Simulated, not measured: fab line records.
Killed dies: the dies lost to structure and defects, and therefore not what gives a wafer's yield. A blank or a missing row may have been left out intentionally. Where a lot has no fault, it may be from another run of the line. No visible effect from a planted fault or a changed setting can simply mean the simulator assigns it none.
fab line records	flow nandHarc
record: lots: 6	wafers: 18	lastDay: 33
route steps=1302 shown A_CHANNEL_HOLE_D1@489 A_CHANNEL_FILL_D1@490 A_DECK1_JOINT@518 END@1302
lots that met no fault: taken from a fault-free run of the same line
startH: hours from the record's opening day to when the first of the lot's shown wafers began	waitH: time in hours since the lot's previous step	" same as the row above	L1.1+2: a single row standing in for several wafers	- either no value or no given start	* or withheld: withheld	< > ~ a bound
route shown NAME@n: NAME is a module with steps in the file, n the number in the route of the first one	usual: mean and standard deviation over wafers with no fault	same: alike in all rows	chamber/n: place in a boat	sites: readings site by site	_std_site: how widely they spread, as a standard deviation	_edge_site: inner sites' mean taken away from outer sites' mean	radiusMm: for every site, how far away it sits from the centre of the wafer	mask NAME#n: copy n	behind: tool/chamber where the wafer was last shaped	hold: reason for holding the lot/hours on hold/outcome of the hold	device: whichever transistor did not switch (one of n, p or np)	end of line: tests of these same wafers at the route's end	step lacking rows: just its recipe	killed: dies that structure and defects cost at the first sort, which is not the same as the wafer's yield	map: a wafer's dies, marking killed ones x, the rest . and places with no die _
set.NAME: the run value of the setting; set.NAME@STEP: its run value at that earlier step	model.NAME: the simulator's own value behind a step, which no gauge read
lots at some steps of the route; a table a step, a row a wafer
services: when a tool's chamber went out of use (startH, in hours from the record's first day, below 0 if earlier), for how many hours, and the reason
== steps ==
step: NHARC_A_CHANNEL_HOLE_D1_INSPECT_40
usual: rawDefectCount: 78/27
lot.wafer	tool	chamber	startH	waitH	rawDefectCount
L347.2	defectInspect-02	-	248.89	-	42
L347.3	"	-	"	"	31
L347.6	"	-	"	"	53
L348.1	defectInspect-02	-	267.56	-	71
L348.4	"	-	"	"	81
L348.5	"	-	"	"	59
L349.3	defectInspect-02	-	270.70	-	127
L349.5	"	-	"	"	93
L349.6	"	-	"	"	115
L350.1	defectInspect-01	-	280.53	-	103
L350.2	"	-	"	"	84
L350.4	"	-	"	"	104
L363.4	defectInspect-01	-	405.26	-	36
L363.5	"	-	"	"	56
L363.6	"	-	"	"	52
L364.2	defectInspect-01	-	424.37	-	75
L364.3	"	-	"	"	75
L364.4	"	-	"	"	79
step: NHARC_A_CHANNEL_FILL_D1_PRECLEAN_00
recipe: timeS: *	tempC: 50	bathAgeMin: 0	chemistry: SC1
step: NHARC_A_CHANNEL_FILL_D1_SRD_01
step: NHARC_A_CHANNEL_FILL_D1_ALD_02
recipe: targetThkA: 60	pulseTimeS: 10	aldCycles: 60	tempC: 300	material: SiO2
step: NHARC_A_CHANNEL_FILL_D1_ALD_03
recipe: targetThkA: 60	pulseTimeS: 60	aldCycles: 58	tempC: 630	pressureTorr: 2	material: SiNx
step: NHARC_A_CHANNEL_FILL_D1_ALD_14
recipe: targetThkA: 25	pulseTimeS: 10	aldCycles: 25	tempC: 300	material: SiO2
step: NHARC_A_CHANNEL_FILL_D1_ALD_15
recipe: targetThkA: 20	pulseTimeS: 60	aldCycles: 19	tempC: 630	pressureTorr: 2	material: SiNx
step: NHARC_A_CHANNEL_FILL_D1_ALD_16
recipe: targetThkA: 15	pulseTimeS: 10	aldCycles: 15	tempC: 300	material: SiO2
step: NHARC_A_CHANNEL_FILL_D1_ANNEAL_17
recipe: tempC: 850	timeS: 1800
step: NHARC_A_CHANNEL_FILL_D1_CVD_18
recipe: targetThkA: 30	tempC: 550	material: poly-Si
step: NHARC_A_CHANNEL_FILL_D1_ETCHBACK_19
recipe: targetDepthA: 50	timeS: 1.7	hbrFlowSccm: 150	cl2FlowSccm: 50	rfW: 400	icpW: 400	biasW: 100	chemistry: HBr/Cl2
step: NHARC_A_CHANNEL_FILL_D1_ETCHBACK_20
recipe: targetDepthA: 270	timeS: 13.5	c4f8FlowSccm: withheld	o2FlowSccm: 8	arFlowSccm: withheld	rfW: 600	biasW: 1500	chemistry: C4F8/O2/Ar
usual: oesProductAu: 0.96/0.033	rfFwdPowerW: 587/3.1	rfVppV: 978/5.4
lot.wafer	tool	chamber	startH	waitH	oesProductAu	rfFwdPowerW	rfHoursCounterH	rfVppV
L347.3	rieDiel-09	0	273.45	-	0.92	586	4.8	983
L347.2	"	3	"	"	0.92	590	4.8	977
L347.6	"	1	"	"	0.92	584	-	971
L348.4	rieDiel-09	0	293.04	-	0.93	586	5.5	984
L348.1	"	3	"	"	0.93	590	5.6	976
L348.5	"	1	"	"	0.93	582	-	970
L349.3	rieDiel-12	3	293.05	-	1.00	592	0.5	981
L349.6	"	2	"	"	0.99	586	-	986
L349.5	"	3	"	"	0.99	590	-	983
L350.2	rieDiel-12	3	306.13	-	0.96	590	1.9	982
L350.1	"	0	"	"	0.97	585	1.4	971
L350.4	"	1	"	"	0.96	587	-	971
L363.4	rieDiel-09	1	431.01	-	0.94	586	5.1	969
L363.5	"	3	"	"	0.97	588	-	975
L363.6	"	0	"	"	0.96	586	-	984
L364.4	rieDiel-09	3	451.07	-	0.94	592	6.7	978
L364.3	"	0	"	"	0.92	585	6.7	985
L364.2	"	1	"	"	0.93	586	6.7	969
step: NHARC_A_CHANNEL_FILL_D1_STRIP_28
recipe: timeS: 20	o2FlowSccm: 500	arFlowSccm: 0	biasW: 0	chemistry: O2
usual: drypumpMotorCurrentA: 5.7/0.34	oesProductAu: 0.998/0.0084	rfVppV: 57.6/0.87	showerheadPlenumPTorr: 3.51/0.14	throttleValvePct: 17.037/0.0079
lot.wafer	tool	chamber	startH	waitH	drypumpMotorCurrentA	oesProductAu	rfHoursCounterH	rfVppV	showerheadPlenumPTorr	throttleValvePct
L347.3	rieDiel-09	0	273.55	0.1	6.1	1.011	4.8	58.6	3.70	17.042
L347.2	"	1	"	"	5.4	1.003	4.5	58.1	3.32	17.034
L347.6	"	0	"	"	6.1	1.002	-	59.1	3.70	17.029
L348.1	rieDiel-09	3	293.14	0.1	5.7	1.003	5.6	56.2	3.49	17.029
L348.4	"	0	"	"	6.2	1.003	5.5	57.8	3.70	17.031
L348.5	"	2	"	"	5.8	0.999	-	57.0	3.64	17.029
L349.3	rieDiel-12	3	293.15	0.1	6.0	0.995	0.5	57.9	3.62	17.047
L349.6	"	0	"	"	6.0	1.004	-	57.1	3.35	17.035
L349.5	"	2	"	"	5.5	0.998	-	57.8	3.71	17.026
L350.2	rieDiel-12	1	306.23	0.1	5.2	0.993	1.3	58.2	3.36	17.015
L350.1	"	3	"	"	5.9	0.999	1.9	57.6	3.62	17.024
L350.4	"	0	"	"	6.0	0.991	-	57.3	3.35	17.038
L363.4	rieDiel-09	3	431.09	0.1	5.8	1.016	4.9	57.7	3.49	17.037
L363.5	"	1	"	"	5.4	1.004	-	57.1	3.32	17.049
L363.6	"	2	"	"	5.8	0.992	-	58.5	3.63	17.042
L364.2	rieDiel-09	3	451.67	0.6	5.7	1.020	6.7	57.5	3.48	17.040
L364.3	"	0	"	"	6.1	0.994	6.7	58.2	3.69	17.033
L364.4	"	1	"	"	5.4	1.006	6.8	56.6	3.32	17.037
step: NHARC_A_CHANNEL_FILL_D1_PRECLEAN_21
recipe: timeS: 30	chemistry: dHF
step: NHARC_A_CHANNEL_FILL_D1_SRD_23
step: NHARC_A_CHANNEL_FILL_D1_CVD_05
recipe: targetThkA: 50	tempC: 550	material: poly-Si
step: NHARC_A_CHANNEL_FILL_D1_ANNEAL_22
recipe: tempC: 620	timeS: 7200
step: NHARC_A_CHANNEL_FILL_D1_ALD_25
recipe: targetThkA: 600	pulseTimeS: 10	aldCycles: 600	tempC: 300	material: SiOx
usual: heaterPowerW: 468/22	precursorPulseHeightRel: 0.999/0.02
same: aldCycles: 600
lot.wafer	tool	chamber	startH	waitH	heaterPowerW	precursorPulseHeightRel
L347.2	aldHk-02	1	285.45	0.1	470	1.009
L347.3	"	0	287.34	1.9	489	0.983
L347.6	"	1	"	"	467	0.990
L348.4	aldHk-04	3	305.64	0.7	454	0.972
L348.1	"	1	306.89	1.9	437	1.011
L348.5	"	3	308.14	3.2	455	0.986
L349.3	aldHk-02	1	306.83	1.9	462	0.972
L349.6	"	2	"	"	454	1.011
L349.5	"	3	"	"	470	1.012
L350.4	aldHk-01	1	322.74	0.1	472	0.990
L350.1	"	2	"	"	512	0.985
L350.2	"	0	324.59	1.9	500	1.017
L363.4	aldHk-04	0	443.50	0.7	467	0.993
L363.6	"	3	445.34	2.5	440	0.989
L363.5	"	0	"	"	466	0.982
L364.2	aldHk-01	3	463.06	0.1	472	1.014
L364.4	"	0	"	"	499	1.006
L364.3	"	2	464.92	1.9	520	1.011
step: NHARC_A_CHANNEL_FILL_D1_ETCHBACK_08
recipe: targetDepthA: 2200	timeS: 110	c4f8FlowSccm: 20	arFlowSccm: withheld	rfW: 600	biasW: 300	chemistry: C4F8
step: NHARC_A_CHANNEL_FILL_D1_STRIP_29
recipe: timeS: 20	o2FlowSccm: 500	arFlowSccm: 0	biasW: 0	chemistry: O2
step: NHARC_A_CHANNEL_FILL_D1_PRECLEAN_30
recipe: timeS: 30	chemistry: dHF
step: NHARC_A_CHANNEL_FILL_D1_SRD_31
step: NHARC_A_CHANNEL_FILL_D1_CVD_09
recipe: targetThkA: 1500	tempC: 620	pressureMtorr: 200	timeS: 3000	material: poly-Si
step: NHARC_A_CHANNEL_FILL_D1_CMP_10
recipe: targetThkNm: 150
step: NHARC_A_CHANNEL_FILL_D1_SRD_12
step: NHARC_A_DECK1_JOINT_ETCHBACK_07
recipe: targetDepthA: 1050	timeS: 26.9	hbrFlowSccm: 150	rfW: 350	icpW: 350	biasW: 60	chemistry: HBr
usual: drypumpMotorCurrentA: 5.8/0.35	oesProductAu: 1.000/0.0066	rfFwdPowerW: 343.9/1.6	throttleValvePct: 23.266/0.0088
lot.wafer	tool	chamber	startH	waitH	drypumpMotorCurrentA	oesProductAu	rfFwdPowerW	rfHoursCounterH	throttleValvePct
L347.3	rieSi-02	1	297.48	0.1	5.4	0.995	345.6	0.1	23.245
L347.2	"	2	"	"	5.7	0.998	343.9	0.1	23.259
L347.6	"	0	"	"	5.5	1.005	347.0	-	23.276
L348.4	rieSi-05	0	316.80	0.1	5.5	1.000	343.4	0.1	23.252
L348.1	"	1	"	"	6.1	0.995	343.0	0.0	23.269
L348.5	"	0	"	"	5.5	0.999	344.2	-	23.265
L349.3	rieSi-02	0	316.80	0.1	5.5	0.997	343.2	0.3	23.274
L349.6	"	3	"	"	6.0	0.999	342.3	-	23.271
L349.5	"	0	"	"	5.6	1.005	344.9	-	23.260
L350.1	rieSi-02	0	334.59	0.1	5.5	0.991	343.6	0.4	23.260
L350.4	"	2	"	"	5.7	1.009	344.0	0.3	23.274
L350.2	"	3	"	"	5.9	1.001	342.2	0.4	23.274
L363.4	rieSi-03	0	455.14	0.1	5.3	0.989	345.8	0.3	23.261
L363.6	"	1	"	"	5.4	0.988	342.4	-	23.252
L363.5	"	2	"	"	5.6	0.996	344.0	-	23.279
L364.2	rieSi-05	0	474.82	0.1	5.5	1.015	344.2	1.2	23.269
L364.3	"	1	"	"	6.1	1.007	342.2	0.9	23.270
L364.4	"	3	"	"	6.4	1.004	342.3	1.3	23.259
step: NHARC_A_DECK1_JOINT_ETCH_25
recipe: targetDepthA: 5	chemistry: dHF	material: SiO2
step: NHARC_A_DECK1_JOINT_ETCH_19
recipe: tempC: 25	targetDepthA: 30	chemistry: TMAH	material: poly-Si
step: NHARC_A_DECK1_JOINT_ETCH_18
recipe: targetDepthA: 30	chemistry: dHF	material: SiO2
step: NHARC_A_DECK1_JOINT_WET_08
recipe: tempC: 160	timeS: 86	chemistry: H3PO4
step: NHARC_A_DECK1_JOINT_ETCH_09
recipe: targetDepthA: 50	chemistry: dHF	material: SiO2
step: NHARC_A_DECK1_JOINT_WET_10
recipe: tempC: 160	timeS: 86	chemistry: H3PO4
step: NHARC_A_DECK1_JOINT_ETCH_11
recipe: targetDepthA: 350	chemistry: dHF	material: SiO2
step: NHARC_A_DECK1_JOINT_CVD_12
recipe: targetThkA: 900	tempC: 620	pressureMtorr: 200	timeS: 1800	material: poly-Si
step: NHARC_A_DECK1_JOINT_CMP_13
recipe: targetThkNm: 51.023
usual: motorCurrentA: 12.0/1.3	padLifeWafers: 186/120	timeToEndpointS: 8.7/1.9
lot.wafer	tool	chamber	startH	waitH	motorCurrentA	padLifeWafers	timeToEndpointS
L347.2	cmp-01	0	307.74	0.4	10.0	78	8.8
L347.3	"	3	"	"	13.6	81	10.4
L347.6	"	0	"	"	10.3	-	12.0
L349.3	cmp-02	1	326.92	0.4	10.9	366	9.0
L349.6	"	1	"	"	10.8	-	10.6
L349.5	"	2	"	"	13.3	-	9.2
L348.4	cmp-03	3	326.95	0.4	11.3	217	9.9
L348.1	"	0	"	"	10.9	218	9.3
L348.5	"	3	"	"	11.0	-	11.0
L350.4	cmp-03	2	348.52	0.4	12.0	300	11.0
L350.1	"	0	"	"	11.9	302	9.5
L350.2	"	1	"	"	11.1	303	10.0
L363.4	cmp-03	2	465.77	0.4	12.6	21	8.5
L363.6	"	3	"	"	11.4	-	8.7
L363.5	"	0	"	"	11.0	-	7.2
L364.4	cmp-03	2	485.14	0.4	12.4	109	6.1
L364.2	"	3	"	"	11.1	110	8.5
L364.3	"	0	"	"	11.7	111	6.7
step: NHARC_A_DECK1_JOINT_THK_MEAS_14
recipe: thkMeasGauge: ellipsometry
usual: thkNm: 50.6/1.3
lot.wafer	tool	chamber	startH	waitH	thkNm
L347.2	filmMetro-01	-	308.00	0.2	50.9
L347.3	"	-	"	"	49.7
L347.6	"	-	"	"	51.1
L348.1	filmMetro-01	-	327.18	0.2	51.5
L348.4	"	-	"	"	51.3
L348.5	"	-	"	"	53.4
L349.3	filmMetro-02	-	327.18	0.2	48.9
L349.5	"	-	"	"	50.1
L349.6	"	-	"	"	50.0
L350.1	filmMetro-01	-	348.78	0.2	49.8
L350.2	"	-	"	"	51.6
L350.4	"	-	"	"	53.0
L363.4	filmMetro-01	-	465.95	0.2	48.7
L363.5	"	-	"	"	50.8
L363.6	"	-	"	"	51.0
L364.2	filmMetro-01	-	485.37	0.2	49.1
L364.3	"	-	"	"	50.1
L364.4	"	-	"	"	49.1
step: NHARC_A_DECK1_JOINT_SRD_04
step: NHARC_A_DECK1_JOINT_ETCHBACK_00
recipe: targetDepthA: 300	timeS: 17.4	hbrFlowSccm: 150	rfW: 350	icpW: 350	biasW: 60	chemistry: HBr
usual: drypumpMotorCurrentA: 5.7/0.36	oesProductAu: 1.001/0.0075	rfFwdPowerW: 342.9/1.8	throttleValvePct: 23.265/0.0087
lot.wafer	tool	chamber	startH	waitH	drypumpMotorCurrentA	oesProductAu	rfFwdPowerW	rfHoursCounterH	throttleValvePct
L347.3	rieSi-02	1	308.15	0.1	5.4	0.999	347.0	0.1	23.263
L347.2	"	3	"	"	6.0	1.009	343.2	0.2	23.261
L347.6	"	1	"	"	5.4	1.005	345.5	-	23.254
L348.4	rieSi-03	0	327.32	0.1	5.3	1.003	343.4	0.5	23.284
L348.1	"	1	"	"	5.4	0.998	339.6	0.5	23.264
L348.5	"	0	"	"	5.3	0.990	345.0	-	23.264
L349.3	rieSi-02	3	327.32	0.1	5.9	1.006	340.8	0.4	23.263
L349.6	"	2	"	"	5.7	1.007	343.8	-	23.270
L349.5	"	3	"	"	5.9	0.996	341.9	-	23.251
L350.2	rieSi-03	0	348.92	0.1	5.3	1.010	344.8	0.7	23.258
L350.1	"	1	"	"	5.4	1.003	342.2	0.6	23.262
L350.4	"	2	"	"	5.5	1.010	344.8	0.6	23.268
L363.4	rieSi-02	2	466.08	0.1	5.7	1.011	343.2	0	23.265
L363.6	"	2	"	"	5.7	1.000	343.1	-	23.260
L363.5	"	3	"	"	6.0	1.004	343.2	-	23.273
L364.4	rieSi-03	0	485.58	0.1	5.3	0.993	346.6	0.5	23.272
L364.2	"	1	"	"	5.4	0.991	340.6	0.6	23.260
L364.3	"	2	"	"	5.5	1.001	346.0	0.5	23.264
step: NHARC_END_SORT_01
recipe: tempC: 25
usual: killedAtArray: 53/18	killedAtOther: 0.9/1.3	killedAtPeriphery: 4/3.1	killedDies: 58/18	killedOpen: 3.4/2	killedShort: 2.5/1.8
same: grossDies: 677
lot.wafer	tool	chamber	startH	waitH	killedAtArray	killedAtOther	killedAtPeriphery	killedDies	killedOpen	killedShort
L363.4	prober-02	0	781.59	3.4	129	0	4	133	6	1
L363.5	prober-02	0	782.39	3.7	146	0	2	148	1	5
L363.6	prober-02	0	783.19	4.0	139	0	2	141	2	1
L364.2	prober-01	0	794.88	2.8	138	1	5	144	6	3
L364.3	prober-01	0	795.69	3.1	103	1	2	106	3	0
L364.4	prober-01	0	796.49	3.4	132	1	4	137	2	2
killed by level:class
L363.4 A_CHANNEL_FILL_D1:unspecified=72 A_CHANNEL_HOLE_D2:chamberFilmFlake=29 A_SLIT:chamberFilmFlake=18 A_CHANNEL_HOLE_D1:unspecified=2 P_GATE:geometricParticle:open=1 P_CONTACT:geometricParticle:open=1 P_M0:geometricParticle:open=1 A_ONON_D1:geometricParticle:open=1
L363.5 A_CHANNEL_FILL_D1:unspecified=87 A_CHANNEL_HOLE_D2:chamberFilmFlake=31 A_SLIT:chamberFilmFlake=20 A_WL_FILL:geometricParticle:short=2 A_ZERO_WELL:chamberFilmFlake=2 A_CONTACT:chamberFilmFlake=2 P_GATE:geometricParticle:open=1 P_M2:geometricParticle:short=1
L363.6 A_CHANNEL_FILL_D1:unspecified=77 A_SLIT:chamberFilmFlake=30 A_CHANNEL_HOLE_D2:chamberFilmFlake=22 A_STAIRCASE:chamberFilmFlake=2 A_SOURCE_PLATE:geometricParticle:open=1 A_ONON_D1:geometricParticle:open=1 A_SGD_CUT:geometricParticle:short=1 P_STI:chamberFilmFlake=1
L364.2 A_CHANNEL_FILL_D1:unspecified=68 A_CHANNEL_HOLE_D2:chamberFilmFlake=21 A_SLIT:chamberFilmFlake=21 A_CHANNEL_HOLE_D1:chamberFilmFlake=9 A_CONTACT:chamberFilmFlake=7 A_BLC:geometricParticle:open=2 A_CHANNEL_FILL_D2:chamberFilmFlake=2 A_WL_FILL:chamberFilmFlake=2
L364.3 A_CHANNEL_FILL_D1:unspecified=60 A_CHANNEL_HOLE_D2:chamberFilmFlake=16 A_SLIT:chamberFilmFlake=14 A_CONTACT:chamberFilmFlake=5 A_CHANNEL_HOLE_D1:chamberFilmFlake=3 A_WL_FILL:chamberFilmFlake=2 A_SOURCE_PLATE:geometricParticle:open=1 A_ONON_D2:geometricParticle:open=1
L364.4 A_CHANNEL_FILL_D1:unspecified=82 A_CHANNEL_HOLE_D2:chamberFilmFlake=15 A_SLIT:chamberFilmFlake=15 A_CHANNEL_HOLE_D1:chamberFilmFlake=7 A_CONTACT:chamberFilmFlake=6 P_ZERO_WELL:chamberFilmFlake=2 A_CHANNEL_FILL_D1:chamberFilmFlake=2 A_STAIRCASE:chamberFilmFlake=2
map L363.5 (x killed, . not)
____________x____________
_________...xxxx_________
_______...x.xxxxxx_______
______....xxxxx.xxx______
_____......x.xxxxxx._____
____.....x..x.xxxxx..____
____........xxxxx.x..____
___........x..xxxx....___
___.............xx....___
__..............xxxx...__
__...............x.....__
_......................._
_......................._
_..x.....xxxxx.x........_
_........xxxxx..x......._
_.......xxxxxxxxx......._
.........xxxxxxx.........
..x.....xxxxxxxx.........
........xxxxxxxx......x..
........xxxxxxxxx........
.......x.xxxxxxxx........
_........xxxxxxxx......._
_.........xxxxx....x...._
_.........xxxx.........._
_.........xxxxxx.....x.._
_............x.........._
__.........xx..........__
__..x........x.........__
___...................___
___...................___
____...........x.....____
____.................____
_____..............._____
______.............______
_______..........._______
_________......._________
____________.____________
map L364.2 (x killed, . not)
____________x____________
_________.xxxxxx_________
_______...xxxxxxxx_______
______....xxxxxxxxx______
_____.......xxxxxxx._____
____.........x.xxxxx.____
____.....x......xxx..____
___...........xxx.x...___
___..........xxxxxxx..___
__................x....__
__.........x...........__
_......................._
_.....x................._
_......................._
_......................._
_......................._
........x................
................x........
.........................
...................x.x...
......x...............x..
_......................._
_......................._
_............x.....x...._
_...........x...x.x....._
_............x.........._
__....xx...xxxxx.......__
__.........xxxxxx.x....__
___.......xxxxxxx.x...___
___..x...xxxxxxxxx..x.___
____......xxxxxxxxx..____
____.......xxxxxxx...____
_____....xxxxxxxxxx._____
______...x.xxxxxxx.______
_______.....xxxxxx_______
_________...xxxx_________
____________.____________
== services ==
tool	chamber	startH	hours	kind
rieDiel-09	-	251.28	1.1	repair
aldHk-04	-	254.49	10.0	pm
cmp-03	-	261.02	4.0	pm
rieDiel-12	0	266.80	9.4	repair
rieSi-03	-	266.85	15.3	repair
rieDiel-12	-	268.45	9.0	pm
rieSi-02	-	277.00	9.0	pm
rieDiel-12	1	288.13	6.1	repair
aldHk-01	-	296.30	10.0	pm
rieDiel-12	2	303.32	3.3	repair
rieSi-05	-	305.00	9.0	pm
rieDiel-09	-	320.15	9.0	pm
aldHk-02	-	349.30	10.0	pm
cmp-03	-	355.13	1.5	repair
rieSi-03	2	355.23	9.7	repair
cmp-03	-	359.02	4.0	pm
rieSi-03	-	398.00	9.0	pm
aldHk-04	-	405.85	0.3	repair
rieDiel-09	0	411.04	4.2	repair
rieDiel-12	3	423.70	7.9	repair
rieDiel-12	-	445.45	9.0	pm
rieSi-02	-	454.00	9.0	pm
cmp-03	-	457.02	4.0	pm
rieSi-03	-	480.57	0.5	repair
== key ==
firstSign: step: NHARC_END_SORT_01	reading: killedAtArray	direction: up	sigmas: 4.4	usual: 53	struck: 131
effect: step: NHARC_END_SORT_01	reading: killedDies	direction: up	sigmas: 4.3	usual: 58	struck: 135
moreKillsBornAt: NHARC_A_CHANNEL_FILL_D1_STRIP_28@rieDiel-09: 446
metAt NHARC_A_CHANNEL_FILL_D1_STRIP_28
struckWafers L363.4,L363.5,L363.6,L364.2,L364.3,L364.4
testerLeftOut L363,L364
onsetBetween 293.14 431.09
alsoFits time
fault: kind: chamberParticleSource	tool: rieDiel-09	chamber: -	onsetH: 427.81	steps: NHARC_A_CHANNEL_FILL_D1_STRIP_28	ratePerVisitCm2: 0.65723	endH: 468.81
testerLeftOut: of these lots the tester's yield and bins aren't shown, on N5 and GAA mostly nor the transistor test; their killed dies are dies lost to structure and defects alone, not to doping, threshold or leakage, so they don't give the yield
